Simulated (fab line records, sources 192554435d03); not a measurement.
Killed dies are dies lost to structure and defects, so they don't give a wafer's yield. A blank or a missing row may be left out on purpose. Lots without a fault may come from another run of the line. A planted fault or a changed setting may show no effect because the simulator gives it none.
A struck lot beside a sound one | flow n5_finfet | 21 steps out of a route of 1938
Sound: wafers L265.3, L265.4, L265.6. Struck: wafer L276.3. (L276.2, L276.6 of the same lot were not struck and are left out.) The cause comes at the end.
At each step with rows: each side's tool, then ch and its chambers, then its first start. Under that, the readings that differ: sound wafers | struck wafers | difference of the means | sigmas: that difference in standard deviations of wafers without a fault.
alike: readings whose means differ by less than 2 such deviations, and words and numbers that are the same on both sides. not compared: withheld readings, readings that some wafer has no value for, bounds like >300 that may hide the same value, and numbers for which the record gives no deviation and whose values overlap.
The two part at a step that has a row with sigmas, a row that says differs or no value, or rows on one side only. Numbers that don't overlap but have no deviation are shown without sigmas and don't part them. A reading that every wafer of one side lacks parts them only if that side has two wafers or more.

first, 6 steps without rows for these wafers: N5_BEOL_M1_COAT_22 (resist thk 30 nm); N5_BEOL_M1_EBR_24; N5_BEOL_M1_SOFTBAKE_23 (time 60 s); N5_BEOL_M1_EXPOSE_25 (exposes mask V0, defocus 5 nm, target cd 24 nm); N5_BEOL_M1_PEB_26 (peb time 60 s); N5_BEOL_M1_DEVELOP_27 (develop time 30 s).
N5_BEOL_M1_CD_MEAS_28: target cd y 23.3 nm.
  sound on cd_sem-03 ch 0, day 6 22:43; struck on cd_sem-03 ch 0, day 9 16:26
  alike: cd_nm
N5_BEOL_M1_OVL_MEAS_29:
  sound on overlay-01 ch 0, day 6 22:46; struck on overlay-01 ch 0, day 9 16:28
  alike: V0_OVL
N5_BEOL_M1_INSPECT_30: inspects for defects (brightfield).
  sound on defect_inspect-02, day 6 22:49; struck on defect_inspect-01, day 9 16:32
  alike: raw_defect_count
N5_BEOL_M1_DESCUM_33: chemistry O2, time 7 s.
  sound on rie_diel-01 ch 0,2, day 6 22:50; struck on rie_diel-01 ch 1, day 9 16:34
  alike: bias_power_w, drypump_motor_current_A, oes_product_au, rf_vpp_V, showerhead_plenum_p_Torr, throttle_valve_pct
  not compared: rf_hours_counter_h
N5_BEOL_M1_ETCH_77: etches underlayer in N2/H2, target depth 6.5 nm, time 5.2 s.
  sound on rie_diel-01 ch 0,2, day 6 22:53; struck on rie_diel-01 ch 1, day 9 16:36
  reading      | sound             | struck | difference | sigmas
  rf_vpp_V (V) | 521.7 528.0 523.2 | 519.2  | -5.1       | -2
  alike: drypump_motor_current_A, etch_rf_on_time_s, oes_product_au, showerhead_plenum_p_Torr, throttle_valve_pct
  not compared: rf_hours_counter_h
N5_BEOL_M1_ETCH_69: etches SiARC in CF4, target depth 15.6 nm, time 26 s.
  sound on rie_diel-01 ch 0,2, day 6 22:53; struck on rie_diel-01 ch 1, day 9 16:37
  alike: drypump_motor_current_A, etch_rf_on_time_s, oes_product_au, rf_vpp_V, showerhead_plenum_p_Torr, throttle_valve_pct
  not compared: rf_hours_counter_h
N5_BEOL_M1_ALD_98: deposits SiO2, target thk 2.5 nm, pulse time 1 s, co reactant pulse time 1 s.
  sound on ald_sin-04 ch 0,1, day 6 22:59; struck on ald_sin-04 ch 0, day 9 16:51
  reading                                  | sound       | struck | difference | sigmas
  ald_cycles                               | 17 17 17    | 13     | -4         |
  model.SiO2_of_BEOL_M1_ALD_98.thk_nm (nm) | 2.6 2.4 2.4 | 2      | +0         |
  alike: heater_power_w, precursor_pulse_height_rel
N5_BEOL_M1_ETCHBACK_99: etches SiO2 in CHF3, target depth 5 nm, time 10.4 s.
  sound on rie_diel-02 ch 0,2,3, day 6 23:11; struck on rie_diel-01 ch 1, day 9 22:24
  alike: drypump_motor_current_A, oes_f_703_au, oes_product_au, rf_vpp_V, showerhead_plenum_p_Torr, throttle_valve_pct
  not compared: rf_hours_counter_h
N5_BEOL_M1_ETCH_70: etches SOC in N2/H2, target depth 80 nm, overetch 16 nm, time 120 s.
  sound on rie_diel-02 ch 0,2,3, day 6 23:13; struck on rie_diel-01 ch 1, day 9 22:26
  alike: drypump_motor_current_A, oes_product_au, rf_vpp_V, showerhead_plenum_p_Torr, throttle_valve_pct
  not compared: rf_hours_counter_h
then, 2 steps without rows for these wafers: N5_BEOL_M1_STRIP_71 (strips in N2/H2); N5_BEOL_M1_STRIP_78 (strips in N2/H2).
N5_BEOL_M1_VIA_ETCH_34: etches the open film in C4F6/O2, target depth 67.8 nm, time 64.4 s.
  sound on rie_diel-02 ch 0,2,3, day 6 23:19; struck on rie_diel-01 ch 1, day 9 22:32
  reading                  | sound          | struck | difference | sigmas
  model.BEOL_M1.cd_nm (nm) | 17.8 17.8 18.2 | 19.2   | +1.3       |
  alike: drypump_motor_current_A, oes_f_703_au, oes_product_au, rf_vpp_V, showerhead_plenum_p_Torr, throttle_valve_pct
  not compared: rf_hours_counter_h
then, 1 step without rows for these wafers: N5_BEOL_M1_STRIP_83 (strips in C4F6/O2).
N5_BEOL_M4_RC_MEAS_101:
  sound on prober-02 ch 0, day 8 10:46; struck on prober-02 ch 0, day 11 16:17
  reading       | sound          | struck | difference | sigmas
  SS_N (mV/dec) | 71.1 72.4 72.0 | 70.5   | -1.3       | -2
  alike: DIBL_N, DIBL_P, IOFF_N, IOFF_P, ION_N, ION_P, SS_P, VT_N, VT_P
then, 1 step without rows for these wafers: N5_PASSIVATION_PROBE_49.

WHERE THEY PART
First at N5_BEOL_M1_ETCH_77; last, within this record, at N5_BEOL_M4_RC_MEAS_101.

WHY: what the simulator had put in
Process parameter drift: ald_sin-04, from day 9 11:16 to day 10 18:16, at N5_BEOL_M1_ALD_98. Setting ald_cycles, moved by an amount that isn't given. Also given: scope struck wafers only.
